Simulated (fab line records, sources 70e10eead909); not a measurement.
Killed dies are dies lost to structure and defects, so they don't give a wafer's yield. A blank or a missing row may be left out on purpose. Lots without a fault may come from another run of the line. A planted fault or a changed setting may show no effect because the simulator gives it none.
One fault seen from 2 desks | flow nand_harc | each desk has only its own numbers; what lay behind them comes last

THE TOOL OWNER'S DESK: pecvd_onon-02
The tool's own readings at NHARC_A_ONON_D1_DEP_00 (target thk 1000 nm): means of the sampled wafers that have a number, for each lot that ran on this tool. A lot is out of limits, marked OUT, if its mean lies more than 4 standard deviations from the usual mean; the brackets give that distance.
Columns: A = n2_flow_sccm at NHARC_A_ONON_D1_DEP_00, usual 2748 sccm; B = n2o_flow_sccm at NHARC_A_ONON_D1_DEP_00, usual 2000 sccm; C = sih4_flow_sccm at NHARC_A_ONON_D1_DEP_00, usual 210.0 sccm
lot  | first seen here | A    | B    | C
L958 | day 8 07:14     | 2749 | 2000 | 210.5
L961 | day 9 06:20     | 2751 | 1999 | 210.2
L964 | day 9 23:01     | 2749 | 2003 | 210.0
L965 | day 10 04:50    | 2755 | 1999 | 210.2
L967 | day 11 09:53    | 2755 | 1998 | 209.1
L972 | day 11 18:11    | 2748 | 1996 | 210.0
This desk's finding: nothing out of limits on any of the 6 lots.

THE METROLOGY DESK
What the gauges read, lot by lot, whatever tool the lot ran on: means of the sampled wafers that have a number. A lot is out of limits, marked OUT, if its mean lies more than 4 standard deviations from the usual mean; the brackets give that distance.
Columns: A = overlay_x_nm at NHARC_P_BONDPAD_OVL_MEAS_38, usual -2 nm; B = overlay_y_nm at NHARC_P_BONDPAD_OVL_MEAS_38, usual -1 nm; C = thk_nm at NHARC_A_ONON_D1_THK_MEAS_02, usual 1001 nm
lot  | first seen here | A   | B   | C
L955 | day 5 23:13     | 5   | -1  | 1013
L957 | day 7 05:12     | -12 | 1   | 1004
L958 | day 7 06:45     | -4  | -7  | 1000
L959 | day 7 14:05     | -1  | -3  | 985
L962 | day 8 04:09     | -8  | 5   | 976
L961 | day 8 04:33     | -3  | -16 | 996
L964 | day 8 20:55     | 5   | 3   | 1007
L965 | day 9 02:37     | 15  | 2   | 787 (-18) OUT
L967 | day 10 08:13    | -1  | 3   | 882 (-9.9) OUT
L972 | day 10 19:43    | -10 | -6  | 879 (-10) OUT
L975 | day 11 01:53    | -2  | -8  | 990
L977 | day 11 19:26    | 4   | 3   | 1007
L978 | day 12 04:43    | -2  | 3   | 1014
This desk's finding: out of limits on L965, L967, L972; first on L965, day 10 05:20 (thk_nm at NHARC_A_ONON_D1_THK_MEAS_02). In limits: L955, L957, L958, L959, L962, L961, L964, L975, L977, L978.

PUT TOGETHER
The metrology desk could have raised an alarm at day 10 05:20, on L965, L967, L972.
The tool owner's desk saw nothing out of limits.
The tool owner's desk has L965, L967, L972 on record, within its limits.
Of the lots named, all ran NHARC_A_ONON_D1_DEP_00 on pecvd_onon-02.

WHAT THE SIMULATOR HAD PUT IN
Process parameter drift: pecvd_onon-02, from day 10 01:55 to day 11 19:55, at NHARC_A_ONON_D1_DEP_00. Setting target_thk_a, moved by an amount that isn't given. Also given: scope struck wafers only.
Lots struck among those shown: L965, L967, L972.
Hours from the fault's start to each desk's first reading out of limits: the metrology desk, 3.
